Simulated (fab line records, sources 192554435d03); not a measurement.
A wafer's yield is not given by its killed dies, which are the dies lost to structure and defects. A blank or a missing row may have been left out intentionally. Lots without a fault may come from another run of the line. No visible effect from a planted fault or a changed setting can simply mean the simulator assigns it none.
Chamber matching || flow n5_finfet || 4 sister chambers for N5_DUMMY_GATE_CMP_04 on cmp-02
The step polishes a-Si. 4 wafers are shown with their chamber, then 9 later ones without.

== WAFERS PAIRED WITH THEIR CHAMBERS ==
{"wafer": "L082.5", "chamber": 1, "motor_current_A (A)": 10.2}
{"wafer": "L087.5", "chamber": 3, "motor_current_A (A)": 8.9}
{"wafer": "L088.2", "chamber": 0, "motor_current_A (A)": 10.9}
{"wafer": "L088.5", "chamber": 2, "motor_current_A (A)": 10.7}

== WAFERS WITH NO CHAMBER GIVEN ==
{"wafer": "L092.1", "motor_current_A (A)": 10.4}
{"wafer": "L092.3", "motor_current_A (A)": 8.8}
{"wafer": "L092.4", "motor_current_A (A)": 10.8}
{"wafer": "L094.1", "motor_current_A (A)": 11.1}
{"wafer": "L094.2", "motor_current_A (A)": 8.8}
{"wafer": "L094.6", "motor_current_A (A)": 10.1}
{"wafer": "L096.1", "motor_current_A (A)": 10.1}
{"wafer": "L096.2", "motor_current_A (A)": 9.9}
{"wafer": "L096.4", "motor_current_A (A)": 11.0}

== THE CHAMBER EACH PASSED THROUGH ==
{"wafer": "L092.1", "from the rows above": "can't be placed: 1 or 2 or 0", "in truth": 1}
{"wafer": "L092.3", "from the rows above": 3, "in truth": 3}
{"wafer": "L092.4", "from the rows above": "can't be placed: 0 or 2", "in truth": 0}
{"wafer": "L094.1", "from the rows above": "can't be placed: 0 or 2", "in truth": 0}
{"wafer": "L094.2", "from the rows above": 3, "in truth": 3}
{"wafer": "L094.6", "from the rows above": 1, "in truth": 1}
{"wafer": "L096.1", "from the rows above": 1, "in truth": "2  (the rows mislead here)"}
{"wafer": "L096.2", "from the rows above": 1, "in truth": 1}
{"wafer": "L096.4", "from the rows above": "can't be placed: 0 or 2", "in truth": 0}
Correctly placed: 4 of 9. Unplaceable from these rows: 4, with the true chamber sitting among the candidates in 4. Placed wrongly: 1.
How it was worked out, from the rows above alone: a wafer's distance from a chamber is the root of the sum, over the readings, of the square of ((its reading less the chamber's mean) divided by the reading's scatter). The wafer belongs to the nearest chamber; if the next one is less than 2 further off, it can't be placed. A chamber's mean is the mean of its shown wafers. The scatter: root of mean squared gap, hidden wafer to nearest shown wafer, with one shown wafer a chamber.
